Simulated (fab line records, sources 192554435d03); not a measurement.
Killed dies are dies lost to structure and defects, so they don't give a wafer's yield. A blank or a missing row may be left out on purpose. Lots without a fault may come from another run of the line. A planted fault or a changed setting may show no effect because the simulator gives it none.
Chamber matching | flow n5_finfet | N5_MOL_CONTACT_COAG_ALD_131 on ald_sin-04: 4 sister chambers
The step deposits SiO2, target thk 5 nm, pulse time 1 s, co reactant pulse time 1 s. 4 wafers are shown with their chamber, then 8 later ones without.

WAFERS WITH THEIR CHAMBER
wafer  | chamber | heater_power_w (W)
L079.6 | 1       | 90
L085.1 | 3       | 68
L085.3 | 2       | 83
L086.1 | 0       | 72

WAFERS WITHOUT THEIR CHAMBER
wafer  | heater_power_w (W)
L086.3 | 67
L086.4 | 74
L091.2 | 80
L091.5 | 70
L091.6 | 87
L095.1 | 67
L095.4 | 69
L095.6 | 68

WHICH CHAMBER EACH WENT THROUGH
wafer  | from the rows above     | in truth
L086.3 | 3                       | 3
L086.4 | 0                       | 0
L091.2 | 2                       | 2
L091.5 | can't be placed: 0 or 3 | 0
L091.6 | can't be placed: 1 or 2 | 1
L095.1 | 3                       | 3
L095.4 | can't be placed: 3 or 0 | 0
L095.6 | 3                       | 3
Placed correctly: 5 of 8. Can't be placed from these rows: 3 (the true chamber is among the candidates in 3). Placed wrongly: 0.
How it was worked out, from the rows above alone: a wafer's distance from a chamber is the root of the sum, over the readings, of the square of ((its reading less the chamber's mean) divided by the reading's scatter). The wafer belongs to the nearest chamber; if the next one is less than 2 further off, it can't be placed. A chamber's mean is the mean of its shown wafers. The scatter: with one shown wafer a chamber, the root of the mean of the squares of how far each hidden wafer lies from its nearest shown one.
